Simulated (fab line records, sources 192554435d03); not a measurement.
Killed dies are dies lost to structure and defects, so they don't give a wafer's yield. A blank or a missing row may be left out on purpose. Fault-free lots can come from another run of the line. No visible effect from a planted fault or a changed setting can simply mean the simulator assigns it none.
Which tool was responsible? | flow n5 finfet | at 1 step of a route of 1938, 10 lots with 29 wafers sampled

WHAT THE GAUGES SHOWED, per wafer
N5_BEOL_M10_THK_MEAS_53: measures by xrf.
lot  | measured     | on            | M10_THK (nm)
L765 | day 10 08:59 | film metro-02 | 143.1 145.0 141.3
L766 | day 10 14:54 | film metro-01 | 140.9 138.9 140.7
L768 | day 10 22:17 | film metro-01 | 142.5 136.2 140.5
L771 | day 11 14:31 | film metro-02 | 143.5 139.0 142.3
L773 | day 11 23:47 | film metro-02 | 139.0 140.5 144.3
L776 | day 13 08:26 | film metro-02 | 141.6 142.5 141.6
L781 | day 14 06:45 | film metro-02 | 141.3 139.0
L782 | day 15 04:22 | film metro-01 | 139.0 140.5 140.2
L786 | day 15 18:11 | film metro-01 | 140.4 139.5 140.5
L787 | day 15 22:10 | film metro-01 | 144.2 144.3 145.1

WHICH TOOL RAN EACH LOT (tool, then ch and the chambers of the sampled wafers, then the start)
No process step before these readings appears in the record.

THE ANSWER, worked out from the rows above alone
Rule: usual is defined by the lots themselves. Put in order of their means at a reading, lots are off if they are a third of the lots or fewer, leave a main group of 4 or more, and stand apart from it by a gap of 3 or more times the standard deviation of the main group's means; of several such gaps the widest counts. A main group is skipped when, at the precision printed for the reading in the tables above, its means are all equal. Also off: a lot with no number at a reading for which 4 or more lots have one. Any other lot the step has rows for is counted as sound.
Nothing can be told from this: no lot is off at any reading shown.

WHAT HAD BEEN PUT IN BY THE SIMULATOR
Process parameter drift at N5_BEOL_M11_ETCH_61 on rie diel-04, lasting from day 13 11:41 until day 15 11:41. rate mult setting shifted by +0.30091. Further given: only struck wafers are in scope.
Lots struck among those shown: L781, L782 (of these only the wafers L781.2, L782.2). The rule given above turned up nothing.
